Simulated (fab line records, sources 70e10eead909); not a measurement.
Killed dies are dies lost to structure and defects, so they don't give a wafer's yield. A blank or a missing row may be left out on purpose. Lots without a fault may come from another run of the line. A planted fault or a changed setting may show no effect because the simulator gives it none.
fab line records | flow nand_harc
record lots=6 wafers=16 last_day=32
route steps=1302 shown A_SOURCE_PLATE@418 A_ONON_D1@424 END@1302
lots that met no fault: from a run of the same line without faults
start_h: hours from the record's first day to the start of the lot's first wafer shown | wait_h: hours since the lot's step before | " the same as in the row above | L1.1+2: a row that stands for several wafers | - no value, or no start given | * or withheld: withheld | < > ~ a bound
route shown NAME@n: a module of which the file shows steps, and the number in the route of the first | usual: mean/standard deviation of fault-free wafers | same: alike in all rows | chamber/n: place in a boat | sites: the reading at each site | _std_site: their standard deviation | _edge_site: outer sites' mean less inner sites' | radius_mm: how far each site lies from the wafer's centre | mask NAME#n: copy n | behind: the tool/chamber that last shaped the wafer | hold: why the lot was held/for how many hours/how that ended | device: the transistor (n, p or np) that didn't switch | end of line: the same wafers' tests at the end of the route | a step without rows: its recipe alone | killed: dies lost to structure and defects at the first sort, not the wafer's yield | map: a wafer's dies, x killed, . not, _ none there
set.NAME: the setting as run; set.NAME@STEP: as run at that earlier step | model.NAME: the simulator's own value behind a step, which no gauge read
lots at some steps of the route; a table a step, a row a wafer
services: from which hour (start_h, from the record's first day; less than 0 if before it) a tool's chamber was out of use, for how many hours, and why
## steps
# step NHARC_A_SOURCE_PLATE_CVD_03
# recipe target_thk_a=2000 temp_c=620 pressure_mtorr=200 time_s=4000 material=poly-Si
# step NHARC_A_SOURCE_PLATE_ANNEAL_05
# recipe temp_c=850 time_s=1800
# step NHARC_A_SOURCE_PLATE_THK_MEAS_06
# recipe thk_meas_gauge=ellipsometry
# usual thk_nm=199.1/2
# columns lot.wafer tool chamber start_h wait_h thk_nm
L509.1 film_metro-02 - 184.08 0.4 195.0
L509.4 " - " " 197.5
L509.6 " - " " 193.8
L512.3 film_metro-01 - 208.00 0.4 198.7
L512.5 " - " " 200.0
L512.6 " - " " 201.2
L522.3 film_metro-02 - 307.29 0.4 200.6
L522.4 " - " " 197.5
L524.2 film_metro-02 - 333.17 0.4 196.4
L524.4 " - " " 197.5
L528.1 film_metro-02 - 365.07 0.4 199.4
L528.2 " - " " 200.4
L528.3 " - " " 199.5
L529.2 film_metro-01 - 379.83 0.4 198.7
L529.4 " - " " 200.7
L529.5 " - " " 200.0
# step NHARC_A_SOURCE_PLATE_INSPECT_08
# usual raw_defect_count=57/25
# columns lot.wafer tool chamber start_h wait_h raw_defect_count
L509.1 defect_inspect-01 - 184.14 0.0 39
L509.4 " - " " 44
L509.6 " - " " 36
L512.3 defect_inspect-01 - 208.10 0.0 39
L512.5 " - " " 64
L512.6 " - " " 46
L522.3 defect_inspect-02 - 307.35 0.0 36
L522.4 " - " " 49
L524.2 defect_inspect-01 - 333.28 0.0 44
L524.4 " - " " 49
L528.1 defect_inspect-02 - 365.13 0.0 62
L528.2 " - " " 55
L528.3 " - " " 70
L529.2 defect_inspect-02 - 379.89 0.0 73
L529.4 " - " " 108
L529.5 " - " " 35
# step NHARC_A_ONON_D1_DEP_00
# recipe target_thk_a=10000 n2_flow_sccm=2750 n2o_flow_sccm=2000 nh3_flow_sccm=500 sih4_flow_sccm=210 temp_c=400
# step NHARC_A_ONON_D1_THK_MEAS_02
# recipe thk_meas_gauge=ellipsometry
# usual thk_nm=997/8.2
# columns lot.wafer tool chamber start_h wait_h thk_nm
L509.1 film_metro-02 - 184.72 - 995
L509.4 " - " " 992
L509.6 " - " " 993
L512.3 film_metro-02 - 208.68 - 998
L512.5 " - " " 996
L512.6 " - " " 996
L522.3 film_metro-02 - 307.93 - 1004
L522.4 " - " " 1004
L524.2 film_metro-01 - 333.86 - 999
L524.4 " - " " 999
L528.1 film_metro-01 - 365.70 - 991
L528.2 " - " " 991
L528.3 " - " " 990
L529.2 film_metro-01 - 380.47 - 992
L529.4 " - " " 993
L529.5 " - " " 992
# step NHARC_A_ONON_D1_DEP_03
# recipe target_thk_a=10000 n2_flow_sccm=2750 n2o_flow_sccm=2000 nh3_flow_sccm=500 sih4_flow_sccm=210 temp_c=400
# step NHARC_A_ONON_D1_THK_MEAS_05
# recipe thk_meas_gauge=ellipsometry
# usual thk_nm=1001/10
# columns lot.wafer tool chamber start_h wait_h thk_nm
L509.1 film_metro-01 - 185.29 - 1010
L509.4 " - " " 1010
L509.6 " - " " 1012
L512.3 film_metro-02 - 209.25 - 1001
L512.5 " - " " 999
L512.6 " - " " 1001
L522.3 film_metro-01 - 308.49 - 1010
L522.4 " - " " 1009
L524.2 film_metro-02 - 334.43 - 1013
L524.4 " - " " 1014
L528.1 film_metro-01 - 366.27 - 997
L528.2 " - " " 998
L528.3 " - " " 1000
L529.2 film_metro-01 - 381.04 - 994
L529.4 " - " " 996
L529.5 " - " " 998
# step NHARC_A_ONON_D1_DEP_06
# recipe target_thk_a=10000 n2_flow_sccm=2750 n2o_flow_sccm=2000 nh3_flow_sccm=500 sih4_flow_sccm=210 temp_c=400
# step NHARC_A_ONON_D1_THK_MEAS_08
# recipe thk_meas_gauge=ellipsometry
# usual thk_nm=1000/9.4
# columns lot.wafer tool chamber start_h wait_h thk_nm
L509.1 film_metro-01 - 185.85 - 1006
L509.4 " - " " 1005
L509.6 " - " " 1006
L512.3 film_metro-01 - 209.82 - 998
L512.5 " - " " 997
L512.6 " - " " 999
L522.3 film_metro-02 - 309.06 - 1010
L522.4 " - " " 1011
L524.2 film_metro-01 - 334.99 - 989
L524.4 " - " " 989
L528.1 film_metro-02 - 366.84 - 997
L528.2 " - " " 998
L528.3 " - " " 996
L529.2 film_metro-01 - 381.60 - 1012
L529.4 " - " " 1013
L529.5 " - " " 1012
# step NHARC_A_ONON_D1_DEP_09
# recipe target_thk_a=10000 n2_flow_sccm=2750 n2o_flow_sccm=2000 nh3_flow_sccm=500 sih4_flow_sccm=210 temp_c=400
# usual n2o_flow_sccm=1998/6.7 nh3_flow_sccm=500.3/1.5 susceptor_temp_C=400.02/0.22
# columns lot.wafer tool chamber start_h wait_h n2o_flow_sccm nh3_flow_sccm susceptor_temp_C
L509.1 pecvd_onon-03 0 185.91 0.1 1995 500.9 399.71
L509.4 " 0 " " 2000 498.7 400.04
L509.6 " 0 " " 2001 501.0 399.97
L512.3 pecvd_onon-01 0 209.99 0.2 2003 499.6 399.84
L512.5 " 0 " " 2000 500.3 400.05
L512.6 " 0 " " 1998 499.0 400.24
L522.3 pecvd_onon-03 0 309.24 0.2 2008 499.7 400.00
L522.4 " 0 " " 1999 500.4 400.03
L524.2 pecvd_onon-03 0 335.10 0.1 1980 501.0 400.32
L524.4 " 0 " " 1986 502.9 399.97
L528.1 pecvd_onon-04 0 366.90 0.1 1992 498.5 400.05
L528.2 " 0 " " 2001 501.7 400.05
L528.3 " 0 " " 1987 498.7 400.19
L529.2 pecvd_onon-04 0 381.71 0.1 1990 500.2 399.86
L529.4 " 0 " " 2004 500.3 400.12
L529.5 " 0 " " 1993 500.6 400.25
# step NHARC_A_ONON_D1_THK_MEAS_11
# recipe thk_meas_gauge=ellipsometry
# usual thk_nm=1000/12
# columns lot.wafer tool chamber start_h wait_h thk_nm
L509.1 film_metro-01 - 186.42 - 1002
L509.4 " - " " 1002
L509.6 " - " " 1000
L512.3 film_metro-02 - 210.38 - 988
L512.5 " - " " 989
L512.6 " - " " 988
L522.3 film_metro-02 - 309.63 - 1002
L522.4 " - " " 1714
L524.2 film_metro-02 - 335.58 - 992
L524.4 " - " " 1705
L528.1 film_metro-02 - 367.41 - 996
L528.2 " - " " 997
L528.3 " - " " 997
L529.2 film_metro-01 - 382.17 - 985
L529.4 " - " " 985
L529.5 " - " " 985
# step NHARC_A_ONON_D1_DEP_12
# recipe target_thk_a=10000 n2_flow_sccm=2750 n2o_flow_sccm=2000 nh3_flow_sccm=500 sih4_flow_sccm=210 temp_c=400
# step NHARC_END_SORT_01
# recipe temp_c=25
# usual killed_at_array=53/18 killed_at_other=1.0/1.2 killed_at_periphery=3.6/2.4 killed_dies=58/18 killed_open=3.4/1.8 killed_short=2.3/1.5
# same gross_dies=677
# columns lot.wafer tool chamber start_h wait_h killed_at_array killed_at_other killed_at_periphery killed_dies killed_open killed_short
L522.4 prober-02 0 719.33 3.4 667 0 10 677 3 4
L524.4 prober-02 0 735.39 3.4 674 2 1 677 1 1
# killed by level:class
L522.4 A_ONON_D1:area_dep=615 A_CHANNEL_HOLE_D1:chamber_film_flake=20 A_CHANNEL_HOLE_D2:chamber_film_flake=14 P_CONTACT:chamber_film_flake=5 A_SLIT:chamber_film_flake=4 P_GATE:chamber_film_flake=3 A_CONTACT:chamber_film_flake=3 A_M0:chamber_film_flake=3
L524.4 A_ONON_D1:area_dep=646 A_CHANNEL_HOLE_D2:chamber_film_flake=9 A_CHANNEL_HOLE_D1:chamber_film_flake=9 A_SLIT:chamber_film_flake=3 A_CONTACT:chamber_film_flake=3 THIN_TSV:chamber_film_flake=2 P_CONTACT:geometric_particle:short=1 A_ONON_D2:geometric_particle:open=1
# map L522.4 (x killed, . not)
____________x____________
_________xxxxxxx_________
_______xxxxxxxxxxx_______
______xxxxxxxxxxxxx______
_____xxxxxxxxxxxxxxx_____
____xxxxxxxxxxxxxxxxx____
____xxxxxxxxxxxxxxxxx____
___xxxxxxxxxxxxxxxxxxx___
___xxxxxxxxxxxxxxxxxxx___
__xxxxxxxxxxxxxxxxxxxxx__
__xxxxxxxxxxxxxxxxxxxxx__
_xxxxxxxxxxxxxxxxxxxxxxx_
_xxxxxxxxxxxxxxxxxxxxxxx_
_xxxxxxxxxxxxxxxxxxxxxxx_
_xxxxxxxxxxxxxxxxxxxxxxx_
_xxxxxxxxxxxxxxxxxxxxxxx_
xxxxxxxxxxxxxxxxxxxxxxxxx
xxxxxxxxxxxxxxxxxxxxxxxxx
xxxxxxxxxxxxxxxxxxxxxxxxx
xxxxxxxxxxxxxxxxxxxxxxxxx
xxxxxxxxxxxxxxxxxxxxxxxxx
_xxxxxxxxxxxxxxxxxxxxxxx_
_xxxxxxxxxxxxxxxxxxxxxxx_
_xxxxxxxxxxxxxxxxxxxxxxx_
_xxxxxxxxxxxxxxxxxxxxxxx_
_xxxxxxxxxxxxxxxxxxxxxxx_
__xxxxxxxxxxxxxxxxxxxxx__
__xxxxxxxxxxxxxxxxxxxxx__
___xxxxxxxxxxxxxxxxxxx___
___xxxxxxxxxxxxxxxxxxx___
____xxxxxxxxxxxxxxxxx____
____xxxxxxxxxxxxxxxxx____
_____xxxxxxxxxxxxxxx_____
______xxxxxxxxxxxxx______
_______xxxxxxxxxxx_______
_________xxxxxxx_________
____________x____________
# map L524.4 (x killed, . not)
____________x____________
_________xxxxxxx_________
_______xxxxxxxxxxx_______
______xxxxxxxxxxxxx______
_____xxxxxxxxxxxxxxx_____
____xxxxxxxxxxxxxxxxx____
____xxxxxxxxxxxxxxxxx____
___xxxxxxxxxxxxxxxxxxx___
___xxxxxxxxxxxxxxxxxxx___
__xxxxxxxxxxxxxxxxxxxxx__
__xxxxxxxxxxxxxxxxxxxxx__
_xxxxxxxxxxxxxxxxxxxxxxx_
_xxxxxxxxxxxxxxxxxxxxxxx_
_xxxxxxxxxxxxxxxxxxxxxxx_
_xxxxxxxxxxxxxxxxxxxxxxx_
_xxxxxxxxxxxxxxxxxxxxxxx_
xxxxxxxxxxxxxxxxxxxxxxxxx
xxxxxxxxxxxxxxxxxxxxxxxxx
xxxxxxxxxxxxxxxxxxxxxxxxx
xxxxxxxxxxxxxxxxxxxxxxxxx
xxxxxxxxxxxxxxxxxxxxxxxxx
_xxxxxxxxxxxxxxxxxxxxxxx_
_xxxxxxxxxxxxxxxxxxxxxxx_
_xxxxxxxxxxxxxxxxxxxxxxx_
_xxxxxxxxxxxxxxxxxxxxxxx_
_xxxxxxxxxxxxxxxxxxxxxxx_
__xxxxxxxxxxxxxxxxxxxxx__
__xxxxxxxxxxxxxxxxxxxxx__
___xxxxxxxxxxxxxxxxxxx___
___xxxxxxxxxxxxxxxxxxx___
____xxxxxxxxxxxxxxxxx____
____xxxxxxxxxxxxxxxxx____
_____xxxxxxxxxxxxxxx_____
______xxxxxxxxxxxxx______
_______xxxxxxxxxxx_______
_________xxxxxxx_________
____________x____________
## services
# columns tool chamber start_h hours kind
pecvd_onon-03 - 190.23 11.4 repair
pecvd_onon-03 - 227.00 13.0 pm
pecvd_onon-01 - 269.52 13.0 pm
pecvd_onon-04 - 311.10 13.0 pm
## key
first_sign step=NHARC_A_ONON_D1_THK_MEAS_11 reading=thk_nm direction=up sigmas=61 usual=1000 struck=1709
effect step=NHARC_END_SORT_01 reading=killed_at_array direction=up sigmas=35 usual=53 struck=670
more_kills_born_at NHARC_A_ONON_D1_DEP_09@pecvd_onon-03=1261
met_at NHARC_A_ONON_D1_DEP_09
struck_wafers L522.4,L524.4
later_rows_left_out L522.4,L524.4
tester_left_out L522,L524
onset_between 185.91 309.24
fault kind=process_parameter_drift tool=pecvd_onon-03 chamber=- onset_h=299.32 steps=NHARC_A_ONON_D1_DEP_09 channel=target_thk_a offset=* shape=step end_h=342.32 scope=struck_wafers_only acts_in=* stated=*
# tester_left_out: of these lots the tester's yield and bins aren't shown, on N5 and GAA mostly nor the transistor test; their killed dies are dies lost to structure and defects alone, not to doping, threshold or leakage, so they don't give the yield
# later_rows_left_out: the simulator's readings of these wafers behind a module that went badly wrong aren't trusted and aren't shown, but for the sort
